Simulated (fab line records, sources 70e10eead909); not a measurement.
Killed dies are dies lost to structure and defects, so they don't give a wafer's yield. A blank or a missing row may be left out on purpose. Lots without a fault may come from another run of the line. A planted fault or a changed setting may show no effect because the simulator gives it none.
fab line records | flow nand_harc
record lots=6 wafers=18 last_day=33
route steps=1302 shown P_GATE@198 END@1302
lots that met no fault: from a run of the same line without faults
start_h: hours from the record's first day to the start of the lot's first wafer shown | wait_h: hours since the lot's step before | " the same as in the row above | L1.1+2: a row that stands for several wafers | - no value, or no start given | * or withheld: withheld | < > ~ a bound
route shown NAME@n: a module of which the file shows steps, and the number in the route of the first | usual: mean/standard deviation of fault-free wafers | same: alike in all rows | chamber/n: place in a boat | sites: the reading at each site | _std_site: their standard deviation | _edge_site: outer sites' mean less inner sites' | radius_mm: how far each site lies from the wafer's centre | mask NAME#n: copy n | behind: the tool/chamber that last shaped the wafer | hold: why the lot was held/for how many hours/how that ended | device: the transistor (n, p or np) that didn't switch | end of line: the same wafers' tests at the end of the route | a step without rows: its recipe alone | killed: dies lost to structure and defects at the first sort, not the wafer's yield | map: a wafer's dies, x killed, . not, _ none there
set.NAME: the setting as run; set.NAME@STEP: as run at that earlier step | model.NAME: the simulator's own value behind a step, which no gauge read
lots at some steps of the route; a table a step, a row a wafer
services: from which hour (start_h, from the record's first day; less than 0 if before it) a tool's chamber was out of use, for how many hours, and why
## steps
# step NHARC_P_GATE_PEB_89
# recipe peb_temp_c=118 peb_time_s=85
# step NHARC_P_GATE_DEVELOP_90
# recipe time_s=70
# step NHARC_P_GATE_CD_MEAS_91
# recipe target_cd_nm=2000 landing_energy_ev=500
# usual cd_nm=1997.3/2.2
# columns lot.wafer tool chamber start_h wait_h cd_nm
L530.1 cd_sem-03 0 133.91 - 1995.4
L530.3 " 0 " " 1998.7
L530.6 " 0 " " 1997.5
L539.1 cd_sem-03 0 233.12 - 1998.5
L539.3 " 0 " " 1996.7
L539.4 " 0 " " 1997.0
L540.1 cd_sem-02 0 238.36 - 1995.5
L540.2 " 0 " " 1999.1
L540.6 " 0 " " 1994.8
L548.2 cd_sem-03 0 315.84 - 1995.2
L548.3 " 0 " " 2000.4
L548.6 " 0 " " 1997.6
L549.2 cd_sem-02 0 322.11 - 2000.2
L549.4 " 0 " " 1995.4
L549.5 " 0 " " 1998.7
L550.1 cd_sem-03 0 337.77 - 1992.9
L550.3 " 0 " " 1996.5
L550.5 " 0 " " 1996.5
# step NHARC_P_GATE_HARDBAKE_92
# recipe temp_c=125 time_s=80
# step NHARC_P_GATE_DESCUM_93
# recipe time_s=3 o2_flow_sccm=200 ar_flow_sccm=0 bias_power_w=0 chemistry=O2
# usual drypump_motor_current_A=5.9/0.57 oes_product_au=0.997/0.016 rf_vpp_V=57.6/0.87 showerhead_plenum_p_Torr=1.90/0.076 throttle_valve_pct=11.310/0.0086
# columns lot.wafer tool chamber start_h wait_h drypump_motor_current_A oes_product_au rf_hours_counter_h rf_vpp_V showerhead_plenum_p_Torr throttle_valve_pct
L530.1 rie_diel-09 2 134.07 - 5.0 0.977 7 58.2 1.86 11.321
L530.3 " 1 " " 5.8 0.988 7 58.2 1.78 11.313
L530.6 " 1 " " 5.8 0.983 - 56.9 1.78 11.305
L539.3 rie_diel-02 2 233.29 - 6.6 0.982 0 58.1 1.90 11.308
L539.4 " 3 " " 5.9 0.998 0 56.9 2.01 11.309
L539.1 " 1 " " 6.7 1.021 0 58.1 1.78 11.313
L540.2 rie_diel-04 1 238.52 - 5.7 1.017 4 56.0 1.87 11.302
L540.1 " 2 " " 5.8 1.001 5 59.3 1.99 11.295
L540.6 " 1 " " 5.7 1.026 - 56.9 1.87 11.318
L548.3 rie_diel-09 2 316.01 - 5.0 1.007 11 56.6 1.86 11.309
L548.2 " 3 " " 6.8 1.009 11 59.3 1.95 11.317
L548.6 " 3 " " 6.8 1.007 - 57.9 1.95 11.303
L549.4 rie_diel-04 1 322.28 - 5.7 1.022 10 57.8 1.87 11.310
L549.2 " 2 " " 5.8 0.987 10 57.5 1.99 11.302
L549.5 " 1 " " 5.7 1.034 - 57.5 1.87 11.306
L550.1 rie_diel-02 1 337.93 - 6.7 1.021 5 56.7 1.78 11.314
L550.3 " 3 " " 5.9 0.998 5 57.7 2.01 11.293
L550.5 " 1 " " 6.7 1.015 - 56.7 1.78 11.305
# step NHARC_P_GATE_IMPLANT_94
# recipe energy_kev=60 dose_cm2=2e+15 tilt_deg=7
# step NHARC_P_GATE_STRIP_113
# recipe power_w=1500 temp_c=110 time_s=740 chemistry=N2/H2
# usual drypump_motor_current_A=5.6/0.4 heater_power_w=90/8.2
# columns lot.wafer tool chamber start_h wait_h drypump_motor_current_A heater_power_w rf_hours_counter_h
L530.1 plasma_asher-02 0 134.59 0.3 5.6 84 9
L530.3 " 0 " " 5.6 86 -
L530.6 " 1 " " 6.2 79 -
L539.1 plasma_asher-02 0 233.66 0.2 5.6 88 29
L539.4 " 0 " " 5.6 86 -
L539.3 " 1 " " 6.2 79 -
L540.2 plasma_asher-02 1 238.92 0.2 6.2 78 30
L540.1 " 0 " " 5.6 86 30
L540.6 " 0 " " 5.6 87 -
L548.2 plasma_asher-01 0 316.51 0.3 5.0 98 27
L548.3 " 1 " " 5.6 95 -
L548.6 " 0 " " 5.0 96 -
L549.2 plasma_asher-02 1 322.63 0.2 6.1 75 13
L549.4 " 1 " " 6.2 75 -
L549.5 " 1 " " 6.1 76 -
L550.1 plasma_asher-01 1 338.30 0.2 5.6 93 31
L550.3 " 0 " " 5.0 97 -
L550.5 " 0 " " 5.0 98 -
# step NHARC_P_GATE_STRIP_95
# recipe power_w=1500 temp_c=250 chemistry=O2
# usual drypump_motor_current_A=5.6/0.4 heater_power_w=337/30
# columns lot.wafer tool chamber start_h wait_h drypump_motor_current_A heater_power_w rf_hours_counter_h
L530.1 plasma_asher-02 0 135.20 0.5 5.6 327 10
L530.3 " 0 " " 5.6 321 -
L530.6 " 1 " " 6.1 284 -
L539.1 plasma_asher-02 0 234.37 0.6 5.6 323 30
L539.4 " 0 " " 5.6 327 -
L539.3 " 1 " " 6.1 297 -
L540.2 plasma_asher-02 1 239.64 0.6 6.2 291 31
L540.1 " 0 " " 5.6 327 31
L540.6 " 0 " " 5.6 326 -
L548.2 plasma_asher-01 0 317.12 0.5 5.0 366 27
L548.3 " 1 " " 5.6 355 -
L548.6 " 0 " " 5.0 367 -
L549.2 plasma_asher-02 1 323.35 0.6 6.2 289 14
L549.4 " 1 " " 6.2 281 -
L549.5 " 1 " " 6.2 287 -
L550.1 plasma_asher-01 1 339.02 0.6 5.6 353 31
L550.3 " 0 " " 5.0 359 -
L550.5 " 0 " " 5.0 363 -
# step NHARC_P_GATE_STRIP_96
# recipe time_s=900 temp_c=130 chemistry=SPM
# step NHARC_P_GATE_RTA_64
# recipe temp_c=1050 time_s=1
# usual lamp_power_pct=39/3.3 lamp_zone_3_pct=39/3.3 lamp_zone_7_pct=39/3.3 wafer_temp_C_max=1056.5/1.3
# columns lot.wafer tool chamber start_h wait_h lamp_power_pct lamp_zone_3_pct lamp_zone_7_pct wafer_temp_C_max
L530.1 rtp_anneal-02 0 135.80 - 42 42 43 1057.8
L530.3 " 0 " " 42 42 43 1055.3
L530.6 " 0 " " 42 42 43 1056.2
L539.1 rtp_anneal-01 0 234.94 - 36 36 36 1056.6
L539.3 " 0 " " 36 36 36 1057.0
L539.4 " 0 " " 36 36 36 1057.3
L540.1 rtp_anneal-01 0 240.21 - 36 36 36 1054.9
L540.2 " 0 " " 36 36 36 1057.1
L540.6 " 0 " " 36 36 36 1058.0
L548.2 rtp_anneal-02 0 317.70 - 42 42 43 1055.3
L548.3 " 0 " " 42 42 43 1055.5
L548.6 " 0 " " 42 42 43 1055.9
L549.2 rtp_anneal-01 0 323.94 - 36 36 36 1054.7
L549.4 " 0 " " 36 35 36 1058.5
L549.5 " 0 " " 36 35 36 1058.9
L550.1 rtp_anneal-02 0 339.58 - 42 42 43 1055.6
L550.3 " 0 " " 42 42 43 1055.8
L550.5 " 0 " " 42 42 43 1056.4
# step NHARC_P_GATE_ETCH_77
# recipe target_depth_a=60 chemistry=dHF material=SiO2
# step NHARC_P_GATE_DEGAS_109
# recipe temp_c=300 time_s=60
# usual heater_power_w=456/47
# columns lot.wafer tool chamber start_h wait_h heater_power_w
L530.3 pvd_sputter-02 - 136.15 0.1 519
L530.1 " - " " 383
L530.6 " - " " 522
L539.1 pvd_sputter-03 - 235.25 0.1 424
L539.4 " - " " 437
L539.3 " - " " 446
L540.2 pvd_sputter-03 - 240.51 0.1 504
L540.1 " - " " 437
L540.6 " - " " 444
L548.3 pvd_sputter-03 - 317.98 0.1 501
L548.2 " - " " 454
L548.6 " - " " 517
L549.4 pvd_sputter-03 - 324.21 0.1 444
L549.2 " - " " 418
L549.5 " - " " 425
L550.1 pvd_sputter-02 - 339.89 0.1 455
L550.3 " - " " 393
L550.5 " - " " 394
# step NHARC_P_GATE_PRE_CLEAN_110
# recipe time_s=30 bias_v=200 gas=Ar
# usual bias_v=200.0/2 time_s=30/0
# columns lot.wafer tool chamber start_h wait_h bias_v time_s
L530.1 pvd_sputter-02 - 136.20 - 198.8 30
L530.3 " - " " 200.3 30
L530.6 " - " " 201.3 30
L539.1 pvd_sputter-03 - 235.30 - - -
L539.3 " - " " - -
L539.4 " - " " - -
L540.2 pvd_sputter-03 - 240.56 - - -
L540.1 " - " " - -
L540.6 " - " " - -
L548.2 pvd_sputter-03 - 318.03 - 199.2 30
L548.3 " - " " 203.0 30
L548.6 " - " " 198.5 30
L549.4 pvd_sputter-03 - 324.27 - 200.2 30
L549.2 " - " " 202.0 30
L549.5 " - " " 202.9 30
L550.1 pvd_sputter-02 - 339.95 - 202.2 30
L550.3 " - " " 200.7 30
L550.5 " - " " 202.7 30
# step NHARC_P_GATE_SPUTTER_78
# recipe target_thk_a=100 material=Ni
# step NHARC_END_SORT_01
# recipe temp_c=25
# usual killed_at_array=57/21 killed_at_other=0.9/1.2 killed_at_periphery=4.2/2.9 killed_dies=62/21 killed_open=3.2/1.8 killed_short=2.4/1.5
# same gross_dies=677
# columns lot.wafer tool chamber start_h wait_h killed_at_array killed_at_other killed_at_periphery killed_dies killed_open killed_short
L530.1 prober-01 0 580.06 2.5 48 0 2 50 2 2
L530.3 prober-01 0 581.64 3.1 35 0 3 38 2 0
L530.6 prober-01 0 584.01 4.0 47 0 6 53 4 1
L540.1 prober-02 0 682.18 2.5 52 0 5 57 1 3
L540.2 prober-02 0 682.99 2.8 44 0 7 51 4 3
L540.6 prober-02 0 686.20 4.0 43 0 8 51 2 5
L549.2 prober-01 0 770.45 2.8 60 0 5 65 7 2
L549.4 prober-01 0 772.05 3.4 53 0 7 60 2 2
L549.5 prober-01 0 772.84 3.7 49 0 1 50 3 1
# killed by level:class
L530.1 A_SLIT:chamber_film_flake=17 A_CHANNEL_HOLE_D2:chamber_film_flake=8 A_CONTACT:chamber_film_flake=7 A_M0:chamber_film_flake=7 A_STAIRCASE:chamber_film_flake=3 P_CONTACT:geometric_particle:open=1 P_M0:geometric_particle:short=1 A_ONON_D1:geometric_particle:open=1
L530.3 A_SLIT:chamber_film_flake=22 A_CHANNEL_HOLE_D2:chamber_film_flake=5 A_CONTACT:chamber_film_flake=3 P_M0:geometric_particle:open=1 A_WL_FILL:geometric_particle:open=1 P_STI:chamber_film_flake=1 P_BONDPAD:chamber_film_flake=1 A_CHANNEL_HOLE_D1:chamber_film_flake=1
L530.6 A_SLIT:chamber_film_flake=22 A_CHANNEL_HOLE_D2:chamber_film_flake=7 A_CONTACT:chamber_film_flake=6 A_STAIRCASE:chamber_film_flake=4 P_M0:geometric_particle:open=3 A_CHANNEL_HOLE_D1:chamber_film_flake=2 A_M0:chamber_film_flake=2 A_M0:geometric_particle:open=1
L540.1 A_CHANNEL_HOLE_D1:chamber_film_flake=33 A_WL_FILL:chamber_film_flake=5 A_CHANNEL_FILL_D2:chamber_film_flake=3 A_CONTACT:chamber_film_flake=3 P_GATE:chamber_film_flake=2 P_M1:chamber_film_flake=2 A_SLIT:chamber_film_flake=2 A_STAIRCASE:chamber_film_flake=2
L540.2 A_CHANNEL_HOLE_D1:chamber_film_flake=32 P_M1:chamber_film_flake=4 A_STAIRCASE:chamber_film_flake=3 A_SLIT:chamber_film_flake=2 P_CONTACT:geometric_particle:open=1 P_CONTACT:geometric_particle:short=1 A_ONON_D1:geometric_particle:open=1 A_CHANNEL_HOLE_D1:geometric_particle:short=1
L540.6 A_CHANNEL_HOLE_D1:chamber_film_flake=28 P_M1:chamber_film_flake=4 A_WL_FILL:chamber_film_flake=4 A_STAIRCASE:chamber_film_flake=3 P_CONTACT:geometric_particle:open=2 A_CHANNEL_HOLE_D1:geometric_particle:short=2 A_CONTACT:chamber_film_flake=2 P_CONTACT:geometric_particle:short=1
L549.2 A_SLIT:chamber_film_flake=30 A_CHANNEL_HOLE_D1:chamber_film_flake=16 A_CHANNEL_HOLE_D1:geometric_particle:open=3 A_CONTACT:chamber_film_flake=3 P_M0:geometric_particle:open=2 P_STI:chamber_film_flake=2 A_STAIRCASE:chamber_film_flake=2 A_CHANNEL_HOLE_D1:geometric_particle:short=1
L549.4 A_SLIT:chamber_film_flake=23 A_CHANNEL_HOLE_D1:chamber_film_flake=17 A_CONTACT:chamber_film_flake=6 P_CONTACT:chamber_film_flake=4 A_WL_FILL:chamber_film_flake=4 P_CONTACT:geometric_particle:short=1 P_M0:geometric_particle:open=1 P_M2:geometric_particle:open=1
L549.5 A_SLIT:chamber_film_flake=26 A_CHANNEL_HOLE_D1:chamber_film_flake=15 A_STAIRCASE:chamber_film_flake=2 P_CONTACT:geometric_particle:open=1 A_CHANNEL_FILL_D1:geometric_particle:open=1 A_SGD_CUT:geometric_particle:short=1 A_BLC:geometric_particle:open=1 A_DECK1_JOINT:chamber_film_flake=1
## services
# columns tool chamber start_h hours kind
rie_diel-04 - 116.06 2.1 repair
rie_diel-09 3 118.43 15.8 repair
rie_diel-04 0 127.22 1.2 repair
rie_diel-09 - 143.59 9.0 pm
pvd_sputter-03 - 165.68 2.6 repair
rie_diel-04 - 168.21 0.3 repair
pvd_sputter-03 - 170.03 10.0 pm
rie_diel-04 - 177.90 9.0 pm
plasma_asher-01 - 179.66 9.0 pm
rie_diel-09 0 183.59 2.6 repair
rie_diel-04 - 211.81 0.4 repair
rie_diel-02 - 216.70 9.0 pm
rie_diel-04 0 227.00 8.0 repair
rie_diel-09 0 235.55 59.5 repair
rie_diel-04 0 235.93 13.3 repair
pvd_sputter-03 - 244.05 7.5 repair
plasma_asher-02 - 249.55 9.0 pm
plasma_asher-02 0 249.55 9.0 vent_cycle
plasma_asher-02 1 249.55 9.0 vent_cycle
pvd_sputter-03 - 252.58 5.7 repair
plasma_asher-02 0 258.55 - clean
pvd_sputter-02 - 282.00 10.0 pm
rie_diel-09 0 312.87 24.6 repair
rie_diel-09 - 320.59 9.0 pm
## key
first_sign step=NHARC_P_GATE_PRE_CLEAN_110 reading=tool_record direction=missing
effect none on later readings
met_at NHARC_P_GATE_PRE_CLEAN_110
struck_wafers L539.1,L539.3,L539.4,L540.1,L540.2,L540.6
tester_left_out L539,L540
fault kind=skipped_step_whole tool=pvd_sputter-03 chamber=- onset_h=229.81 steps=NHARC_P_GATE_PRE_CLEAN_110 scope=struck_lots_only
# tester_left_out: of these lots the tester's yield and bins aren't shown, on N5 and GAA mostly nor the transistor test; their killed dies are dies lost to structure and defects alone, not to doping, threshold or leakage, so they don't give the yield
